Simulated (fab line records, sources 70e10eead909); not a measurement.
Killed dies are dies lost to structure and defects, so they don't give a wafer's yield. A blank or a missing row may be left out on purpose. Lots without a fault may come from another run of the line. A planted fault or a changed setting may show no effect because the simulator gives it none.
A struck lot beside a sound one | flow nand_harc | 40 steps out of a route of 1302
Sound: wafers L827.2, L827.4, L827.5. Struck: wafers L844.1, L844.3, L844.5. The cause comes at the end.
At each step with rows: each side's tool, then ch and its chambers, then its first start. Under that, the readings that differ: sound wafers | struck wafers | difference of the means | sigmas: that difference in standard deviations of wafers without a fault.
alike: readings whose means differ by less than 2 such deviations, and words and numbers that are the same on both sides. not compared: withheld readings, readings that some wafer has no value for, bounds like >300 that may hide the same value, and numbers for which the record gives no deviation and whose values overlap.
The two part at a step that has a row with sigmas, a row that says differs or no value, or rows on one side only. Numbers that don't overlap but have no deviation are shown without sigmas and don't part them. A reading that every wafer of one side lacks parts them only if that side has two wafers or more.

first, 1 step without rows for these wafers: NHARC_P_CONTACT_DESCUM_17 (chemistry O2, time 3 s).
NHARC_P_CONTACT_ETCH_35: etches the open film in CF4, target depth 39 nm, time 65 s.
  sound on rie_diel-04 ch 1,2,3, day 7 01:17; struck on rie_diel-08 ch 0,1,2, day 14 09:13
  alike: drypump_motor_current_A, oes_product_au, rf_fwd_power_W, rf_vpp_V, showerhead_plenum_p_Torr, throttle_valve_pct
  not compared: rf_hours_counter_h
NHARC_P_CONTACT_ETCH_36: etches the open film in N2/H2, target depth 260 nm, time 406.25 s.
  sound on rie_diel-04 ch 0,1,2; struck on rie_diel-08 ch 1,2,3
  alike: drypump_motor_current_A, oes_product_au, rf_fwd_power_W, rf_vpp_V, showerhead_plenum_p_Torr, throttle_valve_pct
  not compared: rf_hours_counter_h
NHARC_P_CONTACT_ETCH_18: etches the open film in C4F8/O2/Ar, target depth 481 nm, time 240.5 s.
  sound on rie_diel-04 ch 1,3; struck on rie_diel-08 ch 0,1,3
  alike: oes_product_au, rf_fwd_power_W, rf_vpp_V
  not compared: rf_hours_counter_h
then, 1 step without rows for these wafers: NHARC_P_CONTACT_STRIP_37 (strips in C4F8/O2/Ar).
NHARC_P_CONTACT_ETCH_31: etches the open film in CH3F/O2, target depth 30 nm, time 85.7 s.
  sound on rie_diel-04 ch 0,1,3; struck on rie_diel-08 ch 1,2,3
  alike: ch3f_flow_sccm, drypump_motor_current_A, oes_product_au, rf_fwd_power_W, rf_vpp_V, showerhead_plenum_p_Torr, throttle_valve_pct
  not compared: rf_hours_counter_h
NHARC_P_CONTACT_CD_MEAS_19:
  sound on cd_sem-02, day 7 02:05; struck on cd_sem-03, day 14 10:00
  alike: cd_nm
then, 2 steps without rows for these wafers: NHARC_P_CONTACT_STRIP_28 (strips in O2); NHARC_P_CONTACT_STRIP_29 (strips in post etch residue remover, time 1200 s).
NHARC_P_CONTACT_DEGAS_38: time 60 s.
  sound on pvd_sputter-01, day 7 02:52; struck on pvd_sputter-03, day 14 10:43
  reading              | sound                | struck | difference                    | sigmas
  susceptor_temp_C (C) | 299.86 300.10 300.46 | - - -  | no value on the struck wafers |
  alike: heater_power_w
then, 2 steps without rows for these wafers: NHARC_P_CONTACT_PRE_CLEAN_39 (time 19.5 s); NHARC_P_CONTACT_PVD_32 (deposits Ti, target thk 5 nm, time 17.7 s).
NHARC_P_CONTACT_ALD_22: deposits TiN, target thk 3 nm, pulse time 1 s, ald cycles 150.
  sound on ald_metal-03 ch 0,2,3, day 7 03:08; struck on ald_metal-02 ch 0,1,3, day 14 10:59
  alike: heater_power_w, precursor_pulse_height_rel, susceptor_temp_C
then, 13 steps without rows for these wafers: NHARC_P_CONTACT_CVD_23 (deposits W, target thk 200 nm, time 557 s); NHARC_P_CONTACT_CMP_24 (polishes, t overpolish 30 s, target thk 200 nm); NHARC_P_CONTACT_SRD_26; NHARC_P_M0_DEP_00 (deposits SiOC, target thk 150 nm); NHARC_P_M0_DEHYDRATE_01 (time 120 s); NHARC_P_M0_HMDS_02 (time 30 s); NHARC_P_M0_COAT_33 (time 65 s); NHARC_P_M0_COAT_03 (resist thk 90 nm); NHARC_P_M0_SOFTBAKE_04 (time 55 s); NHARC_P_M0_EBR_05; NHARC_P_M0_EXPOSE_06 (exposes mask P M0, target cd 90 nm); NHARC_P_M0_PEB_07 (peb time 65 s); NHARC_P_M0_DEVELOP_08 (develop time 35 s).
NHARC_P_M0_CD_MEAS_09: target cd 90 nm.
  sound on cd_sem-03 ch 0, day 7 05:08; struck on cd_sem-03 ch 0, day 14 13:16
  alike: cd_nm
NHARC_P_M0_OVL_MEAS_10: pitch 180 nm.
  sound on overlay-01, day 7 05:14; struck on overlay-01, day 14 13:22
  alike: overlay_x_nm, overlay_y_nm
then, 3 steps without rows for these wafers: NHARC_P_M0_DESCUM_14 (chemistry O2, time 3 s); NHARC_P_M0_ETCH_34 (etches the open film in N2/H2, target depth 40 nm, overetch 12 nm, time 43.94 s); NHARC_P_M0_ETCH_15 (etches the open film in C4F8/Ar, target depth 150 nm, overetch 15 nm, time 82.5 s).
NHARC_P_M0_CD_MEAS_16:
  sound on cd_sem-03, day 7 05:38; struck on cd_sem-02, day 14 13:46
  alike: cd_nm
then, 7 steps without rows for these wafers: NHARC_P_M0_STRIP_18 (strips in N2/H2); NHARC_P_M0_STRIP_19 (strips in post etch residue remover, time 600 s); NHARC_P_M0_DEGAS_28 (time 60 s); NHARC_P_M0_PRE_CLEAN_29 (time 30 s); NHARC_P_M0_PVD_20 (deposits TaN, target thk 5 nm, time 8.06 s); NHARC_P_M0_PVD_21 (deposits Cu, target thk 30 nm, time 20.49 s); NHARC_P_M0_ECD_22 (material Cu, target thk 400 nm).
-- the record jumps here: 18 days lie between the struck wafers' starts before and after (it left off in module P_M0 and takes up again in module END, whose first step shown is number 1302 of the route) --
NHARC_END_SORT_01:
  the record has rows for the struck wafers here (prober-02 ch 0, day 32 20:55) and none for the sound ones

WHERE THEY PART
First at NHARC_P_CONTACT_DEGAS_38; last, within this record, at NHARC_END_SORT_01.

WHY: what the simulator had put in
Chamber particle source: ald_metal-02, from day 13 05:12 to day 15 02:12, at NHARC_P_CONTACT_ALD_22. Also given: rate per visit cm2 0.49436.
